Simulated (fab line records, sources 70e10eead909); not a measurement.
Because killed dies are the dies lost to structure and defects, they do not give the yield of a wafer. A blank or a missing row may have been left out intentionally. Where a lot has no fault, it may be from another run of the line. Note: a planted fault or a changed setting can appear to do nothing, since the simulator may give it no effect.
Which tool was responsible? :: flow nand harc :: Sampling: 6 lots, 18 wafers, 3 of 1159 route steps

## WHAT THE GAUGES READ, wafer by wafer
NHARC_P_GATE_CD_MEAS_59 targets a cd of 720 nm.
lot: L279
measured: day 6 00:17
on: cd sem-01
cd nm (nm): - - -

lot: L290
measured: day 8 14:25
on: cd sem-03
cd nm (nm): 717.9 715.4 719.6

lot: L293
measured: day 9 07:30
on: cd sem-03
cd nm (nm): 720.1 718.9 719.5

lot: L295
measured: day 9 23:10
on: cd sem-01
cd nm (nm): 720.6 720.0 717.5

lot: L298
measured: day 10 14:49
on: cd sem-01
cd nm (nm): 722.0 720.1 718.5

lot: L300
measured: day 11 01:16
on: cd sem-03
cd nm (nm): 719.0 719.4 718.5

## WHICH TOOL RAN EACH LOT (tool, then ch and the chambers of the sampled wafers, then the start)
lot: L279
NHARC_P_GATE_STRIP_108: rie diel-09 ch 0,2,3, day 5 11:05
NHARC_P_GATE_EXPOSE_56: krf scanner-01 ch 0, day 6 00:08

lot: L290
NHARC_P_GATE_STRIP_108: rie diel-07 ch 1,2,3, day 8 01:26
NHARC_P_GATE_EXPOSE_56: krf scanner-01 ch 0, day 8 14:16

lot: L293
NHARC_P_GATE_STRIP_108: rie diel-09 ch 0,1,3, day 8 18:31
NHARC_P_GATE_EXPOSE_56: krf scanner-04 ch 0, day 9 07:21

lot: L295
NHARC_P_GATE_STRIP_108: rie diel-09 ch 0,1,3, day 9 10:14
NHARC_P_GATE_EXPOSE_56: krf scanner-01 ch 0, day 9 23:01

lot: L298
NHARC_P_GATE_STRIP_108: rie diel-07 ch 1,2,3, day 10 02:02
NHARC_P_GATE_EXPOSE_56: krf scanner-02 ch 0, day 10 14:39

lot: L300
NHARC_P_GATE_STRIP_108: rie diel-09 ch 0,1,2, day 10 12:20
NHARC_P_GATE_EXPOSE_56: krf scanner-04 ch 0, day 11 01:07
- NHARC_P_GATE_STRIP_108: strips in O2.
- NHARC_P_GATE_EXPOSE_56: exposes mask P PSD, target cd 720 nm.

## THE ANSWER, worked out from the rows above alone
Rule: the lots themselves supply what counts as usual. Put in order of their means at a reading, lots are off if they are a third of the lots or fewer, leave a main group of 4 or more, and stand apart from it by a gap of 3 or more times the standard deviation of the main group's means; of several such gaps the widest counts. Not used: any main group whose means are identical at the precision the tables above print for the reading. A lot without any number at a reading at which 4 lots or more have one is off too. Any other lot the step has rows for is counted as sound.
Off: L279 (NHARC_P_GATE_CD_MEAS_59, cd nm). Without a number there: L279. Main group: mean 719.1 nm, sd 0.85.
A tool fits if, at a process step before that reading, it ran every lot that is off, and no sound lot after the first of them. Gauges at NHARC_P_GATE_CD_MEAS_59: tried the same way as those tools. Of those tried, none fits.

## WHAT HAD BEEN PUT IN BY THE SIMULATOR
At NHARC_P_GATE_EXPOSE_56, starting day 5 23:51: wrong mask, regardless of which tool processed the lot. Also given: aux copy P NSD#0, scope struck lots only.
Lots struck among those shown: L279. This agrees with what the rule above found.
